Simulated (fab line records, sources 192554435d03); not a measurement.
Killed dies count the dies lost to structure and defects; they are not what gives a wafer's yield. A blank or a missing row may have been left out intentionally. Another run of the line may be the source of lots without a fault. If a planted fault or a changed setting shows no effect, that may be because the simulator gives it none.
Split-lot experiment / flow n5_finfet / 7 lots, 21 wafers read, on a route of 1938 steps

ABOUT THE SPLIT
At N5_PMOS_HMC_CHANNEL_EPI_EXPOSE_06 (exposes mask PMOS HMC BLK, target cd 240 nm), the setting dose_mj was moved away from the recipe's 41 on 5 of the 21 wafers read, by -7.0% to +6.7%. This setting was run at the recipe's value on the other wafers.

SPLIT TO READING: what lies between them in the file, 1 step
- N5_PMOS_HMC_CHANNEL_EPI_DEVELOP_08: develop time 30 s (also split here: develop_time_s)

THE READING
Shown in nm: cd_nm at N5_PMOS_HMC_CHANNEL_EPI_CD_MEAS_09, with target cd 237.4 nm. On this fab line, fault-free wafers typically give 237.6 nm with a standard deviation of 0.96 nm.

wafer=L075.1; tool, chamber at the split=arfi_scanner-02, 0; dose_mj as run=41; against the recipe=recipe; cd_nm, nm=235.7; against lot-mates on the recipe=-
wafer=L075.2; tool, chamber at the split=arfi_scanner-02, 0; dose_mj as run=41; against the recipe=recipe; cd_nm, nm=237.4; against lot-mates on the recipe=-
wafer=L075.5; tool, chamber at the split=arfi_scanner-02, 0; dose_mj as run=41; against the recipe=recipe; cd_nm, nm=234.7; against lot-mates on the recipe=-
wafer=L080.1; tool, chamber at the split=arfi_scanner-02, 0; dose_mj as run=41; against the recipe=recipe; cd_nm, nm=236.8; against lot-mates on the recipe=-
wafer=L080.3; tool, chamber at the split=arfi_scanner-02, 0; dose_mj as run=41; against the recipe=recipe; cd_nm, nm=236.8; against lot-mates on the recipe=-
wafer=L080.4; tool, chamber at the split=arfi_scanner-02, 0; dose_mj as run=41; against the recipe=recipe; cd_nm, nm=236.8; against lot-mates on the recipe=-
wafer=L086.2; tool, chamber at the split=arfi_scanner-03, 0; dose_mj as run=41; against the recipe=recipe; cd_nm, nm=237.4; against lot-mates on the recipe=-
wafer=L086.3; tool, chamber at the split=arfi_scanner-03, 0; dose_mj as run=41; against the recipe=recipe; cd_nm, nm=236.1; against lot-mates on the recipe=-
wafer=L086.4; tool, chamber at the split=arfi_scanner-03, 0; dose_mj as run=41; against the recipe=recipe; cd_nm, nm=237.1; against lot-mates on the recipe=-
wafer=L087.1; tool, chamber at the split=arfi_scanner-02, 0; dose_mj as run=41; against the recipe=recipe; cd_nm, nm=238.3; against lot-mates on the recipe=-
wafer=L087.3; tool, chamber at the split=arfi_scanner-02, 0; dose_mj as run=38.13; against the recipe=-7.0%; cd_nm, nm=231.6; against lot-mates on the recipe=-6.5
wafer=L087.5; tool, chamber at the split=arfi_scanner-02, 0; dose_mj as run=41; against the recipe=recipe; cd_nm, nm=237.8; against lot-mates on the recipe=-
wafer=L093.1; tool, chamber at the split=arfi_scanner-03, 0; dose_mj as run=41; against the recipe=recipe; cd_nm, nm=239.4; against lot-mates on the recipe=-
wafer=L093.4; tool, chamber at the split=arfi_scanner-03, 0; dose_mj as run=41; against the recipe=recipe; cd_nm, nm=239.0; against lot-mates on the recipe=-
wafer=L093.6; tool, chamber at the split=arfi_scanner-03, 0; dose_mj as run=41; against the recipe=recipe; cd_nm, nm=240.0; against lot-mates on the recipe=-
wafer=L095.1; tool, chamber at the split=arfi_scanner-02, 0; dose_mj as run=43.75; against the recipe=+6.7%; cd_nm, nm=246.0; against lot-mates on the recipe=+7.9
wafer=L095.4; tool, chamber at the split=arfi_scanner-02, 0; dose_mj as run=43.75; against the recipe=+6.7%; cd_nm, nm=244.6; against lot-mates on the recipe=+6.5
wafer=L095.6; tool, chamber at the split=arfi_scanner-02, 0; dose_mj as run=41; against the recipe=recipe; cd_nm, nm=238.1; against lot-mates on the recipe=-
wafer=L097.1; tool, chamber at the split=arfi_scanner-01, 0; dose_mj as run=42.48; against the recipe=+3.6%; cd_nm, nm=241.2; against lot-mates on the recipe=+3.9
wafer=L097.4; tool, chamber at the split=arfi_scanner-01, 0; dose_mj as run=42.48; against the recipe=+3.6%; cd_nm, nm=240.4; against lot-mates on the recipe=+3.1
wafer=L097.5; tool, chamber at the split=arfi_scanner-01, 0; dose_mj as run=41; against the recipe=recipe; cd_nm, nm=237.3; against lot-mates on the recipe=-

FIT RESULTS
A straight line over all 21 wafers: cd_nm changes by +1.02 nm for each +1% of dose_mj; r = +0.91; the points scatter about the line by 1.3 nm.
The same after taking each lot's own level away (the mean of its wafers on the recipe; 21 wafers): +1.01 nm for each +1%; r = +0.98; scatter 0.62 nm.
According to that fit, moving dose_mj by its largest amount changes the reading by 7 nm.
The span of the lots' own levels, 235.93 to 239.47 nm, comes to 3.7 times the standard deviation stated above.
So the lot-to-lot level changes the slope little: the two slopes agree.
Check: for one of the wafers moved furthest among these (-7.0%), held out of the fit, the line's prediction against its lot-mates is -7.39 nm. It came out at -6.45 nm against them.

ADDITIONAL SPLITS CARRIED BY THESE WAFERS
Before the reading, these wafers also passed through other splits. Each is held against what the fit with the lots' levels taken away leaves over:
other split on the same wafers=N5_WELL_APT_EXPOSE_05 dose_mj; wafers away from the commonest value=5; r with cd_nm (lot level and that fit taken away)=+0.00
other split on the same wafers=N5_WELL_APT_PEB_06 peb_time_s; wafers away from the commonest value=3; r with cd_nm (lot level and that fit taken away)=+0.33
other split on the same wafers=N5_PMOS_HMC_CHANNEL_EPI_DEVELOP_08 develop_time_s; wafers away from the commonest value=5; r with cd_nm (lot level and that fit taken away)=+0.36

THE WHOLE CHAIN: every reading that the file lists as answering this split, in the file's order
step=N5_PMOS_HMC_CHANNEL_EPI_CD_MEAS_09; what it does=target cd 237.4 nm; reading=cd_nm; change (the file's fit)=+0.993 nm for each +1% of the setting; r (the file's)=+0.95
step=N5_PMOS_HMC_CHANNEL_EPI_DESCUM_14; what it does=chemistry O2, time 7.9 s; reading=PMOS_HMC_CHANNEL_EPI.cd_nm (the simulator's own value, which no gauge read); change (the file's fit)=+0.943 nm for each +1% of the setting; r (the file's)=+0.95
step=N5_PMOS_HMC_CHANNEL_EPI_ETCH_32; what it does=etches BARC in N2/H2, stops on SiO2, target depth 85.8 nm, time 50.3 s; reading=PMOS_HMC_CHANNEL_EPI.cd_nm (the simulator's own value, which no gauge read); change (the file's fit)=+0.955 nm for each +1% of the setting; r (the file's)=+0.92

THE FILE'S OWN FIT
cd_nm changes by +0.993 nm for each +1% of dose_mj, r = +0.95.
